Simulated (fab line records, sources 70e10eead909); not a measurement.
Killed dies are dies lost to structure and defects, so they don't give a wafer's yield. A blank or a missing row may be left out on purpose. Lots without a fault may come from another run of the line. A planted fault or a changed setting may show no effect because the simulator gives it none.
fab line records | flow nand_harc
record lots=12 wafers=36 last_day=24
route steps=1159 shown P_GATE@157 END@1159
lots that met no fault: from a run of the same line without faults
start_h: hours from the record's first day to the start of the lot's first wafer shown | wait_h: hours since the lot's step before | " the same as in the row above | L1.1+2: a row that stands for several wafers | - no value, or no start given | * or withheld: withheld | < > ~ a bound
route shown NAME@n: a module of which the file shows steps, and the number in the route of the first | usual: mean/standard deviation of fault-free wafers | same: alike in all rows | chamber/n: place in a boat | sites: the reading at each site | _std_site: their standard deviation | _edge_site: outer sites' mean less inner sites' | radius_mm: how far each site lies from the wafer's centre | mask NAME#n: copy n | behind: the tool/chamber that last shaped the wafer | hold: why the lot was held/for how many hours/how that ended | device: the transistor (n, p or np) that didn't switch | end of line: the same wafers' tests at the end of the route | a step without rows: its recipe alone | killed: dies lost to structure and defects at the first sort, not the wafer's yield | map: a wafer's dies, x killed, . not, _ none there
set.NAME: the setting as run; set.NAME@STEP: as run at that earlier step | model.NAME: the simulator's own value behind a step, which no gauge read
steps of the route over a sample of lots; a table a step, a row a wafer
services: from which hour (start_h, from the record's first day; less than 0 if before it) a tool's chamber was out of use, for how many hours, and why
## steps
# step NHARC_P_GATE_STRIP_101
# recipe time_s=20 o2_flow_sccm=500 ar_flow_sccm=0 bias_w=0 chemistry=O2
# usual drypump_motor_current_A=5.6/0.4 o2_flow_sccm=500.0/1.5 oes_product_au=1.000/0.014 rf_vpp_V=57.8/0.98 showerhead_plenum_p_Torr=3.55/0.15 throttle_valve_pct=17.037/0.0093
# columns lot.wafer tool chamber start_h wait_h drypump_motor_current_A o2_flow_sccm oes_product_au rf_hours_counter_h rf_vpp_V showerhead_plenum_p_Torr throttle_valve_pct
L894.4 rie_diel-04 3 98.15 0.1 5.6 499.2 0.965 61 58.1 3.60 17.044
L894.1 " 0 " " 5.0 501.2 0.996 61 57.7 3.74 17.052
L894.3 " 1 " " 6.0 499.7 1.005 58 57.1 3.61 17.045
L893.1 rie_diel-04 2 98.65 0.1 5.4 498.1 0.997 49 57.4 3.51 17.038
L893.6 " 2 " " 5.4 498.3 1.014 - 57.7 3.50 17.018
L893.5 " 3 " " 5.6 498.7 0.972 - 60.8 3.60 17.044
L895.2 rie_diel-01 0 113.99 0.1 5.8 498.0 0.987 48 57.5 3.65 17.036
L895.4 " 1 " " 5.3 498.7 0.996 50 56.8 3.29 17.027
L895.5 " 1 " " 5.3 498.3 0.993 - 57.2 3.29 17.038
L897.3 rie_diel-04 2 121.76 0.1 5.4 500.7 1.007 0 57.5 3.50 17.041
L897.4 " 3 " " 5.6 501.6 0.991 0 58.3 3.60 17.026
L897.6 " 0 " " 5.0 502.7 1.015 - 59.6 3.74 17.031
L899.2 rie_diel-04 0 140.80 0.1 5.0 498.2 1.019 9 58.4 3.73 17.049
L899.6 " 3 " " 5.6 498.5 0.990 - 58.2 3.60 17.035
L899.5 " 0 " " 5.0 498.6 1.023 - 56.9 3.73 17.039
L900.3 rie_diel-03 0 154.41 0.1 5.1 500.8 0.989 21 57.5 3.47 17.039
L900.4 " 1 " " 5.4 500.2 0.998 23 58.6 3.63 17.041
L900.5 " 0 " " 5.1 499.7 1.008 - 59.0 3.47 17.039
L902.2 rie_diel-03 0 156.87 0.1 5.1 499.6 0.997 21 60.0 3.47 17.038
L902.3 " 3 " " 5.7 499.9 0.994 20 57.1 3.38 17.042
L902.6 " 0 " " 5.1 500.0 1.002 - 57.9 3.47 17.027
L904.3 rie_diel-01 0 179.31 0.1 5.8 499.5 0.993 11 57.0 3.64 17.024
L904.5 " 1 " " 5.3 501.2 1.003 - 58.2 3.80 17.036
L904.6 " 2 " " 6.1 500.7 1.012 - 59.5 3.61 17.035
L907.4 rie_diel-01 2 186.72 0.1 6.2 501.2 0.995 13 57.5 3.61 17.032
L907.3 " 3 " " 5.0 498.6 0.978 13 56.4 3.36 17.048
L907.1 " 0 " " 5.8 501.0 0.989 12 58.3 3.64 17.034
L912.1 rie_diel-01 1 210.38 0.1 5.3 502.8 1.020 20 58.9 3.80 17.022
L912.2 " 2 " " 6.1 499.7 0.993 22 57.2 3.61 17.035
L912.6 " 1 " " 5.3 500.8 1.010 - 58.5 3.80 17.033
L916.3 rie_diel-03 2 236.96 0.1 6.2 501.5 1.006 1 58.0 3.31 17.040
L916.5 " 2 " " 6.2 500.9 1.008 - 58.1 3.31 17.037
L916.4 " 1 " " 5.4 499.5 0.990 - 57.9 3.62 17.039
L915.2 rie_diel-03 1 239.04 0.1 5.4 500.0 0.986 1 56.3 3.62 17.015
L915.5 " 0 " " 5.1 501.0 1.002 - 58.6 3.46 17.044
L915.6 " 1 " " 5.4 501.6 0.987 - 57.8 3.62 17.025
# step NHARC_P_GATE_STRIP_76
# recipe power_w=1500 temp_c=250 chemistry=O2
# usual drypump_motor_current_A=5.5/0.32 heater_power_w=332/18
# columns lot.wafer tool chamber start_h wait_h drypump_motor_current_A heater_power_w rf_hours_counter_h
L894.1 plasma_asher-02 1 101.49 0.2 5.1 347 29
L894.3 " 1 " " 5.1 329 -
L894.4 " 0 " " 5.9 349 -
L893.1 plasma_asher-02 0 102.52 0.2 6.0 354 30
L893.6 " 1 " " 5.1 335 -
L893.5 " 0 " " 6.0 359 -
L895.2 plasma_asher-01 0 117.39 0.2 5.7 343 2
L895.4 " 0 " " 5.7 347 -
L895.5 " 0 " " 5.7 349 -
L897.4 plasma_asher-02 0 125.28 0.1 5.9 350 -
L897.3 " 1 " " 5.1 336 -
L897.6 " 1 " " 5.1 333 -
L899.2 plasma_asher-01 1 144.15 0.2 5.3 308 11
L899.6 " 0 " " 5.7 346 -
L899.5 " 1 " " 5.3 314 -
L900.3 plasma_asher-02 0 157.78 0.2 6.0 367 -
L900.4 " 1 " " 5.1 344 -
L900.5 " 1 " " 5.1 339 -
L902.2 plasma_asher-01 1 160.45 0.2 5.3 309 16
L902.3 " 1 " " 5.3 303 -
L902.6 " 1 " " 5.3 309 -
L904.3 plasma_asher-01 1 182.88 0.1 5.3 307 -
L904.6 " 0 " " 5.7 339 -
L904.5 " 1 " " 5.3 310 -
L907.1 plasma_asher-01 0 190.11 0.2 5.8 346 29
L907.3 " 1 " " 5.3 304 -
L907.4 " 0 " " 5.7 358 -
L912.2 plasma_asher-01 1 214.41 0.2 5.3 304 44
L912.1 " 0 " " 5.7 347 44
L912.6 " 0 " " 5.7 345 -
L916.4 plasma_asher-02 1 240.56 0.2 5.1 329 -
L916.3 " 0 " " 6.0 347 -
L916.5 " 0 " " 6.0 355 -
L915.2 plasma_asher-02 0 242.87 0.2 6.0 344 8
L915.5 " 1 " " 5.1 330 -
L915.6 " 0 " " 6.0 347 -
# step NHARC_P_GATE_EXPOSE_88
# recipe na=0.6 target_cd_nm=2000 dose_mj=11.87 mask_id=P_HVN
# columns lot.wafer tool chamber start_h wait_h mask
L894.1+3+4 krf_scanner-04 0 102.25 - P_HVN#0
L893.1+5+6 krf_scanner-02 0 103.27 - P_HVN#0
L895.2+4+5 krf_scanner-04 0 118.16 - P_HVN#0
L897.3+4+6 krf_scanner-04 0 125.91 - P_HVN#0
L899.2+5+6 krf_scanner-01 0 144.92 - P_HVN#0
L900.3+4+5 krf_scanner-02 0 158.55 - P_HVN#0
L902.2+3+6 krf_scanner-02 0 161.10 - P_HVN#0
L904.3+5+6 krf_scanner-02 0 183.50 - P_HVN#0
L907.1+3+4 krf_scanner-02 0 190.74 - P_HVN_R1#0
L912.1+2+6 krf_scanner-04 0 215.17 - P_HVN#0
L916.3+4+5 krf_scanner-02 0 241.19 - P_HVN#0
L915.2+5+6 krf_scanner-01 0 243.63 - P_HVN#0
# step NHARC_P_GATE_CD_MEAS_91
# recipe target_cd_nm=2000 landing_energy_ev=500
# usual cd_nm=2000/3
# columns lot.wafer tool chamber start_h wait_h cd_nm
L894.1 cd_sem-01 0 102.41 - 1999
L894.3 " 0 " " 1999
L894.4 " 0 " " 2001
L893.1 cd_sem-03 0 103.43 - 1998
L893.5 " 0 " " 1996
L893.6 " 0 " " 1993
L895.2 cd_sem-03 0 118.32 - 1996
L895.4 " 0 " " 1998
L895.5 " 0 " " 2000
L897.3 cd_sem-03 0 126.07 - 1999
L897.4 " 0 " " 1998
L897.6 " 0 " " 1994
L899.2 cd_sem-03 0 145.07 - 2002
L899.5 " 0 " " 1999
L899.6 " 0 " " 2002
L900.3 cd_sem-02 0 158.70 - 1994
L900.4 " 0 " " 1999
L900.5 " 0 " " 1998
L902.2 cd_sem-01 0 161.25 - 2003
L902.3 " 0 " " 2003
L902.6 " 0 " " 2003
L904.3 cd_sem-01 0 183.65 - 1997
L904.5 " 0 " " 1999
L904.6 " 0 " " 2002
L907.1 cd_sem-01 0 190.90 - 2182
L907.3 " 0 " " 2181
L907.4 " 0 " " 2186
L912.1 cd_sem-03 0 215.33 - 1997
L912.2 " 0 " " 2000
L912.6 " 0 " " 2000
L916.3 cd_sem-03 0 241.34 - 2004
L916.4 " 0 " " 2004
L916.5 " 0 " " 2004
L915.2 cd_sem-02 0 243.79 - 2002
L915.5 " 0 " " 1992
L915.6 " 0 " " 1998
# step NHARC_P_GATE_RTA_80
# recipe temp_c=300 time_s=30
# usual lamp_power_pct=2.257/0.0086 lamp_zone_1_pct=2.257/0.0088 lamp_zone_7_pct=2.368/0.0091 wafer_temp_C_max=301.4/0.34
# columns lot.wafer tool chamber start_h wait_h lamp_power_pct lamp_zone_1_pct lamp_zone_7_pct wafer_temp_C_max
L894.1 rtp_anneal-01 0 105.08 - 2.251 2.251 2.363 301.4
L894.3 " 0 " " 2.251 2.253 2.362 300.6
L894.4 " 0 " " 2.252 2.252 2.363 301.3
L893.1 rtp_anneal-01 0 106.98 - 2.247 2.246 2.353 301.8
L893.5 " 0 " " 2.243 2.241 2.353 302.1
L893.6 " 0 " " 2.243 2.244 2.353 301.3
L895.2 rtp_anneal-02 0 120.77 - 2.258 2.260 2.369 301.2
L895.4 " 0 " " 2.260 2.262 2.369 301.5
L895.5 " 0 " " 2.258 2.258 2.373 301.4
L897.3 rtp_anneal-01 0 128.55 - 2.244 2.244 2.353 302.0
L897.4 " 0 " " 2.242 2.244 2.355 301.5
L897.6 " 0 " " 2.244 2.246 2.358 302.0
L899.2 rtp_anneal-02 0 147.70 - 2.267 2.264 2.377 301.2
L899.5 " 0 " " 2.264 2.266 2.377 301.2
L899.6 " 0 " " 2.262 2.265 2.374 301.6
L900.3 rtp_anneal-02 0 161.16 - 2.266 2.263 2.376 301.6
L900.4 " 0 " " 2.264 2.264 2.379 301.1
L900.5 " 0 " " 2.261 2.261 2.377 301.6
L902.2 rtp_anneal-02 0 163.88 - 2.262 2.261 2.369 300.7
L902.3 " 0 " " 2.261 2.258 2.372 300.9
L902.6 " 0 " " 2.262 2.258 2.369 301.4
L904.3 rtp_anneal-02 0 186.26 - 2.256 2.260 2.369 301.6
L904.5 " 0 " " 2.261 2.263 2.369 300.9
L904.6 " 0 " " 2.261 2.257 2.373 301.4
L907.1 rtp_anneal-02 0 193.32 - 2.262 2.264 2.372 301.0
L907.3 " 0 " " 2.261 2.264 2.373 301.3
L907.4 " 0 " " 2.264 2.263 2.372 301.1
L912.1 rtp_anneal-02 0 217.87 - 2.257 2.258 2.371 301.5
L912.2 " 0 " " 2.260 2.260 2.369 301.1
L912.6 " 0 " " 2.260 2.258 2.368 301.8
L916.3 rtp_anneal-01 0 243.83 - 2.243 2.240 2.355 302.5
L916.4 " 0 " " 2.246 2.243 2.355 301.3
L916.5 " 0 " " 2.244 2.245 2.353 301.7
L915.2 rtp_anneal-02 0 246.25 - 2.264 2.262 2.375 300.5
L915.5 " 0 " " 2.262 2.265 2.373 301.2
L915.6 " 0 " " 2.265 2.266 2.376 301.7
# step NHARC_END_SORT_01
# recipe temp_c=25
# usual killed_at_array=31/11 killed_at_other=0.5/0.78 killed_at_periphery=3.0/2 killed_dies=34/12 killed_open=3.2/2 killed_short=1.9/1.6
# same gross_dies=677
# columns lot.wafer tool chamber start_h wait_h killed_at_array killed_at_other killed_at_periphery killed_dies killed_open killed_short
L907.1 prober-02 0 548.56 2.5 27 1 10 38 0 2
L907.4 prober-02 0 550.99 3.4 42 0 9 51 6 2
# killed by level:class
L907.1 A_CHANNEL_HOLE_D1:chamber_film_flake=19 P_STI:chamber_film_flake=4 P_M1:chamber_film_flake=3 A_CONTACT:chamber_film_flake=3 P_GATE:area_expose=2 A_ONON_D1:geometric_particle:short=1 A_CHANNEL_FILL_D1:geometric_particle:short=1 P_GATE:chamber_film_flake=1
L907.4 A_CHANNEL_HOLE_D1:chamber_film_flake=24 P_M1:chamber_film_flake=5 A_STAIRCASE:chamber_film_flake=4 A_CONTACT:chamber_film_flake=4 P_GATE:area_expose=4 A_ONON_D1:geometric_particle:open=3 A_WL_FILL:geometric_particle:open=2 A_CHANNEL_FILL_D1:geometric_particle:short=1
## services
# columns tool chamber start_h hours kind
rie_diel-01 3 75.13 5.3 repair
rie_diel-01 2 75.70 5.0 repair
krf_scanner-01 - 84.00 4.0 pm
plasma_asher-02 - 91.76 1.5 repair
krf_scanner-02 - 93.87 4.9 repair
plasma_asher-01 - 99.00 9.0 pm
rie_diel-04 - 111.97 9.0 pm
plasma_asher-02 - 114.80 2.6 repair
krf_scanner-04 - 126.00 4.0 pm
rie_diel-01 - 137.80 9.0 pm
krf_scanner-01 - 155.91 1.9 repair
rie_diel-01 - 168.95 1.2 repair
rie_diel-03 0 177.10 7.7 repair
krf_scanner-02 - 178.96 0.3 repair
plasma_asher-02 - 183.22 9.0 pm
krf_scanner-01 - 190.47 0.6 repair
plasma_asher-02 - 193.18 28.0 repair
plasma_asher-01 - 202.36 0.3 repair
krf_scanner-02 - 210.00 4.0 pm
rie_diel-03 - 215.33 9.0 pm
krf_scanner-02 - 217.83 0.7 repair
plasma_asher-01 - 228.55 1.2 repair
rie_diel-03 0 231.57 7.3 repair
rie_diel-03 1 243.99 2.7 repair
## key
first_sign step=NHARC_P_GATE_EXPOSE_88 reading=mask direction=changed
effect step=NHARC_P_GATE_CD_MEAS_91 reading=cd_nm direction=up sigmas=60 usual=2000 struck=2183
met_at NHARC_P_GATE_EXPOSE_88
struck_lots L907
tester_left_out L907
not_acting_at NHARC_P_GATE_STRIP_101,NHARC_P_GATE_STRIP_76,NHARC_P_GATE_RTA_80
onset_between 183.50 190.74
fault kind=wrong_mask tool=any chamber=- onset_h=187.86 steps=NHARC_P_GATE_EXPOSE_88 aux_copy=P_HVN_R1#0 cd_offset_nm=181.84 scope=struck_lots_only
# tester_left_out: of these lots the tester's yield and bins aren't shown, on N5 and GAA mostly nor the transistor test; their killed dies are dies lost to structure and defects alone, not to doping, threshold or leakage, so they don't give the yield
